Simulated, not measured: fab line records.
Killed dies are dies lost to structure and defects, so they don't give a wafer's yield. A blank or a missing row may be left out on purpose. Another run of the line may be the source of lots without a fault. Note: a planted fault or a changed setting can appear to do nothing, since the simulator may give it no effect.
What tool caused it? -- flow nandHarc -- 15 lots, 45 wafers sampled, at 4 steps of a route of 1302

WHAT THE GAUGES READ, wafer by wafer
NHARC_A_CONTACT_CD_MEAS_80.
lot,measured,on,cdNm (nm)
L785,day 22 03:55,cdSem-01,288.0 289.4 288.8
L784,day 22 14:03,cdSem-02,290.0 289.6 290.0
L787,day 22 20:41,cdSem-03,288.9 290.4 290.3
L788,day 24 02:31,cdSem-01,288.5 288.0 288.2
L791,day 24 20:53,cdSem-02,290.5 290.0 289.7
L792,day 25 05:36,cdSem-01,289.1 289.4 288.7
L793,day 25 19:46,cdSem-02,289.4 290.2 289.7
L794,day 26 09:38,cdSem-02,289.3 288.7 290.2
L796,day 26 12:09,cdSem-02,290.0 289.6 289.5
L795,day 26 18:09,cdSem-01,289.1 290.2 289.4
L790,day 27 13:04,cdSem-02,290.7 290.9 290.3
L797,day 28 10:57,cdSem-01,288.7 289.4 289.5
L800,day 28 20:59,cdSem-01,289.4 290.2 289.4
L801,day 29 16:04,cdSem-01,289.1 290.0 289.7
L804,day 30 08:50,cdSem-02,289.8 290.9 290.7

WHAT TOOL EACH LOT RAN ON (gives the tool, then ch and the chambers of the sampled wafers, and finally the start)
lot,NHARC_A_CONTACT_ETCH_130,NHARC_A_CONTACT_ETCH_131,NHARC_A_CONTACT_ETCH_133
L785,"harCapEtch-03 ch 0,1, day 22 02:20","harCapEtch-03 ch 0,1, day 22 02:31","harCapEtch-03 ch 0,1, day 22 02:52"
L784,"harCapEtch-01 ch 1, day 22 12:29","harCapEtch-01 ch 1, day 22 12:40","harCapEtch-01 ch 1, day 22 13:01"
L787,"harCapEtch-03 ch 0,1, day 22 19:08","harCapEtch-03 ch 0,1, day 22 19:19","harCapEtch-03 ch 0,1, day 22 19:43"
L788,"harCapEtch-03 ch 0,1, day 24 00:55","harCapEtch-03 ch 0,1, day 24 01:08","harCapEtch-03 ch 0,1, day 24 01:35"
L791,"harCapEtch-03 ch 0,1, day 24 19:21","harCapEtch-03 ch 0,1, day 24 19:32","harCapEtch-03 ch 0,1, day 24 19:55"
L792,"harCapEtch-03 ch 0,1, day 25 04:07","harCapEtch-03 ch 0,1, day 25 04:17","harCapEtch-03 ch 0,1, day 25 04:43"
L793,"harCapEtch-01 ch 0,1, day 25 18:15","harCapEtch-01 ch 0,1, day 25 18:25","harCapEtch-01 ch 0,1, day 25 18:46"
L794,"harCapEtch-03 ch 0,1, day 26 08:07","harCapEtch-03 ch 0,1, day 26 08:17","harCapEtch-03 ch 0,1, day 26 08:38"
L796,"harCapEtch-01 ch 0,1, day 26 10:37","harCapEtch-01 ch 0,1, day 26 10:47","harCapEtch-01 ch 0,1, day 26 11:09"
L795,"harCapEtch-03 ch 0,1, day 26 16:37","harCapEtch-03 ch 0,1, day 26 16:47","harCapEtch-03 ch 0,1, day 26 17:09"
L790,"harCapEtch-01 ch 0,1, day 27 11:34","harCapEtch-01 ch 0,1, day 27 11:44","harCapEtch-01 ch 0,1, day 27 12:08"
L797,"harCapEtch-03 ch 0,1, day 28 09:25","harCapEtch-03 ch 0,1, day 28 09:36","harCapEtch-03 ch 0,1, day 28 09:57"
L800,"harCapEtch-03 ch 0,1, day 28 19:29","harCapEtch-03 ch 0,1, day 28 19:40","harCapEtch-03 ch 0,1, day 28 20:03"
L801,"harCapEtch-03 ch 0,1, day 29 14:32","harCapEtch-03 ch 0,1, day 29 14:43","harCapEtch-03 ch 0,1, day 29 15:07"
L804,"harCapEtch-02 ch 0,1, day 30 07:08","harCapEtch-02 ch 0,1, day 30 07:19","harCapEtch-02 ch 0,1, day 30 07:40"
- NHARC_A_CONTACT_ETCH_130: etches the open film in C4F8/O2/Ar, time 197 s, target depth 1918 nm.
- NHARC_A_CONTACT_ETCH_131: etches the open film in C4F8/O2/Ar, time 197 s, target depth 1918 nm.
- NHARC_A_CONTACT_ETCH_133: etches the open film in C4F8/O2/Ar, time 374 s, target depth 1610 nm.

AS READ BY THE TOOLS THEMSELVES (means over the sampled wafers that have a number; for cases with no such wafer, the mark the record gives instead)
NHARC_A_CONTACT_ETCH_130.
lot,tool,chamberPressureMTorr (mTorr),oesAirLineAu (a.u.)
L785,harCapEtch-03,19.995,0.997
L784,harCapEtch-01,20.004,1.000
L787,harCapEtch-03,19.994,0.986
L788,harCapEtch-03,19.992,0.979
L791,harCapEtch-03,20.008,0.979
L792,harCapEtch-03,19.993,0.998
L793,harCapEtch-01,20.003,0.999
L794,harCapEtch-03,19.990,0.993
L796,harCapEtch-01,20.001,0.985
L795,harCapEtch-03,19.998,0.985
L790,harCapEtch-01,19.987,1.000
L797,harCapEtch-03,19.995,0.997
L800,harCapEtch-03,19.990,0.975
L801,harCapEtch-03,20.016,0.996
L804,harCapEtch-02,20.004,1.014

NHARC_A_CONTACT_ETCH_131.
lot,tool,chamberPressureMTorr (mTorr),oesAirLineAu (a.u.)
L785,harCapEtch-03,19.980,0.995
L784,harCapEtch-01,19.985,1.007
L787,harCapEtch-03,19.985,0.990
L788,harCapEtch-03,20.011,0.998
L791,harCapEtch-03,19.995,1.019
L792,harCapEtch-03,19.988,0.997
L793,harCapEtch-01,20.015,0.988
L794,harCapEtch-03,20.008,0.993
L796,harCapEtch-01,20.008,0.999
L795,harCapEtch-03,20.013,0.992
L790,harCapEtch-01,20.000,0.980
L797,harCapEtch-03,20.002,1.013
L800,harCapEtch-03,20.000,1.004
L801,harCapEtch-03,19.994,0.980
L804,harCapEtch-02,20.004,1.011

NHARC_A_CONTACT_ETCH_133.
lot,tool,chamberPressureMTorr (mTorr),oesAirLineAu (a.u.)
L785,harCapEtch-03,20.005,0.981
L784,harCapEtch-01,19.984,0.990
L787,harCapEtch-03,20.015,1.008
L788,harCapEtch-03,20.006,0.988
L791,harCapEtch-03,20.030,1.000
L792,harCapEtch-03,19.980,0.996
L793,harCapEtch-01,19.980,1.006
L794,harCapEtch-03,19.992,1.028
L796,harCapEtch-01,19.987,1.004
L795,harCapEtch-03,20.015,0.989
L790,harCapEtch-01,19.984,0.995
L797,harCapEtch-03,-,-
L800,harCapEtch-03,-,-
L801,harCapEtch-03,-,-
L804,harCapEtch-02,19.996,0.969

THE ANSWER, worked out from the rows above alone
Rule: the usual values come from the lots themselves. The widest of any qualifying gaps counts: lots, ordered by their means at a reading, are off when they make up no more than a third of the lots, leave a main group of 4 or more, and stand apart from it by 3 or more times the standard deviation of that group's means. A main group is skipped when, at the precision printed for the reading in the tables above, its means are all equal. A lot without any number at a reading at which 4 lots or more have one is off too. Where the step has rows for the other lots, those lots are counted as sound. Order of review: gauges by route order, followed by the tools' own readings, for which a lot's mean as printed above is used. The first step at which some lot is off is used, and at that step the reading that is off furthest; a lot without a number counts as furthest.
Off, at NHARC_A_CONTACT_ETCH_133 on chamberPressureMTorr: L797, L800, L801. Without a number there: L797, L800, L801. Mean 19.998 mTorr and standard deviation 0.016 in the main group.
If a tool, at that step or one of the process steps before it, ran each lot that is off and ran no sound lot following the first of them, it fits. One fits: NHARC_A_CONTACT_ETCH_130 and NHARC_A_CONTACT_ETCH_131 and NHARC_A_CONTACT_ETCH_133 on harCapEtch-03. At NHARC_A_CONTACT_ETCH_130 its last sound lot is L795 (day 26 16:37), its first lot that is off L797 (day 28 09:25): a fault that began between those two fits.

WHAT THE SIMULATOR HAD INSERTED
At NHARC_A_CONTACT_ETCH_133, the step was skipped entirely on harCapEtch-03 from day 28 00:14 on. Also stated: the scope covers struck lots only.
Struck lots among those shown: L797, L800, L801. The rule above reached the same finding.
